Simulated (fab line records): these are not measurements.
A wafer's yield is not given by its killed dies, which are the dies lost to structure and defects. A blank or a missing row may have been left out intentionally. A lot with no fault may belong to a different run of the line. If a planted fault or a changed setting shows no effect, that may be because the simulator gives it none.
Matching of chambers :: flow n5-finfet :: 4 sister chambers for N5_BEOL_M0_SAQP_ETCH_102 on rie-si-05
The step etches SiO2 in CF4, target depth 4 nm, time 4.4 s. 8 wafers are shown with their chamber, then 8 later ones without.

WAFERS PAIRED WITH THEIR CHAMBERS
wafer: L075.3
chamber: 3
throttle-valve-pct (%): 21.77
drypump-motor-current-A (A): 5.7

wafer: L076.6
chamber: 2
throttle-valve-pct (%): 21.65
drypump-motor-current-A (A): 4.9

wafer: L082.2
chamber: 1
throttle-valve-pct (%): 21.64
drypump-motor-current-A (A): 4.7

wafer: L082.3
chamber: 3
throttle-valve-pct (%): 21.79
drypump-motor-current-A (A): 5.7

wafer: L088.1
chamber: 2
throttle-valve-pct (%): 21.67
drypump-motor-current-A (A): 5.0

wafer: L088.3
chamber: 0
throttle-valve-pct (%): 22.00
drypump-motor-current-A (A): 5.8

wafer: L088.5
chamber: 1
throttle-valve-pct (%): 21.62
drypump-motor-current-A (A): 4.8

wafer: L090.2
chamber: 0
throttle-valve-pct (%): 21.98
drypump-motor-current-A (A): 5.8

WAFERS WHOSE CHAMBER IS MISSING
wafer: L090.5
throttle-valve-pct (%): 21.78
drypump-motor-current-A (A): 5.7

wafer: L090.6
throttle-valve-pct (%): 21.98
drypump-motor-current-A (A): 5.8

wafer: L091.1
throttle-valve-pct (%): 21.63
drypump-motor-current-A (A): 4.8

wafer: L091.2
throttle-valve-pct (%): 21.76
drypump-motor-current-A (A): 5.7

wafer: L091.6
throttle-valve-pct (%): 21.63
drypump-motor-current-A (A): 4.8

wafer: L097.1
throttle-valve-pct (%): 21.62
drypump-motor-current-A (A): 4.8

wafer: L097.3
throttle-valve-pct (%): 21.79
drypump-motor-current-A (A): 5.7

wafer: L097.5
throttle-valve-pct (%): 21.66
drypump-motor-current-A (A): 4.9

WHICH CHAMBER EACH WENT THROUGH
wafer: L090.5
from the rows above: 3
in truth: 3

wafer: L090.6
from the rows above: 0
in truth: 0

wafer: L091.1
from the rows above: 1
in truth: 1

wafer: L091.2
from the rows above: 3
in truth: 3

wafer: L091.6
from the rows above: 1
in truth: 1

wafer: L097.1
from the rows above: 1
in truth: 1

wafer: L097.3
from the rows above: 3
in truth: 3

wafer: L097.5
from the rows above: 2
in truth: 2
8 of 8 placed correctly. Left unplaced by these rows: 0. Number placed wrongly: 0.
How it was worked out, from the rows above alone: a wafer's distance from a chamber is the root of the sum, over the readings, of the square of ((its reading less the chamber's mean) divided by the reading's scatter). If the next closest chamber is less than 2 further off than the closest, the wafer can't be placed; otherwise it belongs to the closest. The mean given for a chamber averages the wafers shown for that chamber. The scatter: take each reading less its chamber's mean, square it, sum over the shown wafers, divide by the number of wafers less the number of chambers, and take the root.
